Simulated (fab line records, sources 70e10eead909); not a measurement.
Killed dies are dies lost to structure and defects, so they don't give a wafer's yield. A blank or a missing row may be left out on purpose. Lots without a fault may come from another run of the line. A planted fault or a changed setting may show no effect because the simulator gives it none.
Chamber matching | flow nand_harc | NHARC_P_M1_DESCUM_14 on rie_diel-10: 4 sister chambers
The step chemistry O2, time 3 s. 4 wafers are shown with their chamber, then 10 later ones without.

WAFERS WITH THEIR CHAMBER
wafer  | chamber | drypump_motor_current_A (A)
L083.6 | 1       | 5.6
L089.2 | 0       | 6.1
L089.6 | 2       | 4.9
L090.5 | 3       | 6.3

WAFERS WITHOUT THEIR CHAMBER
wafer  | drypump_motor_current_A (A)
L090.6 | 4.9
L091.1 | 5.0
L091.4 | 6.0
L091.6 | 6.1
L093.1 | 5.0
L093.4 | 5.6
L093.5 | 5.6
L096.1 | 6.1
L096.4 | 6.3
L096.5 | 6.3

WHICH CHAMBER EACH WENT THROUGH
wafer  | from the rows above | in truth
L090.6 | 2                   | 2
L091.1 | 2                   | 2
L091.4 | 0                   | 0
L091.6 | 0                   | 0
L093.1 | 2                   | 2
L093.4 | 1                   | 1
L093.5 | 1                   | 1
L096.1 | 0                   | 0
L096.4 | 3                   | 3
L096.5 | 3                   | 3
Placed correctly: 10 of 10. Can't be placed from these rows: 0. Placed wrongly: 0.
How it was worked out, from the rows above alone: a wafer's distance from a chamber is the root of the sum, over the readings, of the square of ((its reading less the chamber's mean) divided by the reading's scatter). The wafer belongs to the nearest chamber; if the next one is less than 2 further off, it can't be placed. A chamber's mean is the mean of its shown wafers. The scatter: with one shown wafer a chamber, the root of the mean of the squares of how far each hidden wafer lies from its nearest shown one.
